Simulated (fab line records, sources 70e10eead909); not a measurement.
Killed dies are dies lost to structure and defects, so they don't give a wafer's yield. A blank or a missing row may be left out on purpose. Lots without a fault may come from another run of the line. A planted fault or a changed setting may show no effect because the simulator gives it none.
Problem report in the 8D (eight disciplines) form, filled by code | flow nand_harc | the parts of the form that need people (team, actions taken, sign-off) are left out

1. THE PROBLEM
raw_defect_count at NHARC_A_CHANNEL_HOLE_D1_INSPECT_40 reads a mean of 907 on 3 wafers of 2 lots; wafers without a fault read 74 with a standard deviation of 29. That is +29 standard deviations from the usual mean.
First seen on wafer L757.2, day 12 14:47, on defect_inspect-01. The record holds 36 wafers of 12 lots with a number at this step. Rule for "out", or "out of limits": more than 4 standard deviations from the usual mean. The other wafers with a number count as sound.

2. WHAT IT IS AND WHAT IT IS NOT
question                    | is                     | is not
which readings at this step | raw_defect_count       | -
which lots                  | L757, L760             | L748, L750, L754, L761, L763, L766, L767, L768, L769, L771
which wafers of those lots  | L757.2, L757.5, L760.2 | L757.4, L760.1, L760.4
read on which gauges        | defect_inspect-01      | defect_inspect-02
when                        | from day 12 14:47      | up to then (10 sound wafers); but 23 sound wafers of L760, L761, L763, L766, L767, L768, L769, L771 came after

3. SUSPECTS, AND WHAT RULES EACH OUT
Counting: a tool at a process step up to the reading stays a suspect if it ran every lot that is out. Sound lots after the first of them don't rule it out here, since some wafers of a struck lot are sound.
- the gauge at NHARC_A_CHANNEL_HOLE_D1_INSPECT_40: kept. All the wafers that are out were read on defect_inspect-01, and no step on other tools shows them out.
- har_etch-01 at NHARC_A_CHANNEL_HOLE_D1_ETCH_19 (etches the open film in C4F8/O2/Ar, time 34.5 s): kept. It ran every lot that is out, first L757 (day 12 09:04); its last sound lot up to then is L754 (day 10 19:12).
- har_etch-01 at NHARC_A_CHANNEL_HOLE_D1_ETCH_22 (etches the open film in C4F8/O2/Ar, time 666.7 s, target depth 1600 nm): kept. It ran every lot that is out, first L757 (day 12 09:56); its last sound lot up to then is L754 (day 10 20:08).
- har_etch-01 at NHARC_A_CHANNEL_HOLE_D1_ETCH_25 (etches the open film in C4F8/O2/Ar, time 1040.2 s, target depth 1500 nm): kept. It ran every lot that is out, first L757 (day 12 11:58); its last sound lot up to then is L754 (day 10 22:14).
- Within har_etch-01 at NHARC_A_CHANNEL_HOLE_D1_ETCH_19: the wafers that are out ran in chamber 1; their sound lot-mates ran in chamber 0.
- Within har_etch-01 at NHARC_A_CHANNEL_HOLE_D1_ETCH_22: the wafers that are out ran in chamber 1; their sound lot-mates ran in chamber 0.
- Within har_etch-01 at NHARC_A_CHANNEL_HOLE_D1_ETCH_25: the wafers that are out ran in chamber 1; their sound lot-mates ran in chamber 0.
Left after counting: har_etch-01 at NHARC_A_CHANNEL_HOLE_D1_ETCH_19, har_etch-01 at NHARC_A_CHANNEL_HOLE_D1_ETCH_22, har_etch-01 at NHARC_A_CHANNEL_HOLE_D1_ETCH_25, defect_inspect-01 at NHARC_A_CHANNEL_HOLE_D1_INSPECT_40.

4. THE CAUSE (what the simulator had put in)
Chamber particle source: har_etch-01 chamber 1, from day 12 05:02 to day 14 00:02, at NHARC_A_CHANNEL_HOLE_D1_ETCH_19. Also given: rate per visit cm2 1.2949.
Counting left 4 suspects, and this tool is among them.

5. THE CHAIN OF EFFECTS, in route order
Each row: a reading whose mean over the struck wafers that have a number lies more than 3 standard deviations from the usual. Only readings for which the record gives a usual standard deviation are gone through. hours: the time from each lot's start at the first step in this table that gives one to its start at this step, as a median over the lots. sigmas: the change in usual standard deviations.
hours | step                               | reading          | usual | on struck wafers | change | sigmas
0     | NHARC_A_CHANNEL_HOLE_D1_INSPECT_40 | raw_defect_count | 74    | 907              | +833   | +29
372   | NHARC_END_SORT_01                  | killed_at_array  | 52    | 121              | +69    | +3.6
372   | NHARC_END_SORT_01                  | killed_dies      | 57    | 123              | +66    | +3.7

6. WHAT WOULD HAVE CAUGHT IT SOONER
In this record the first reading out of limits at a measuring or inspecting step was taken at day 12 14:47, 10 hours after the fault began at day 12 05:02.
Of the tool readings at NHARC_A_CHANNEL_HOLE_D1_ETCH_19 for which the record gives a usual standard deviation, none was out on any struck wafer, so an alarm limit of 4 standard deviations on them would not have fired.
Of the lots that are out (2), L760 began NHARC_A_CHANNEL_HOLE_D1_ETCH_19 on har_etch-01 after day 12 14:47. A hold on the tool at that time would have spared it.
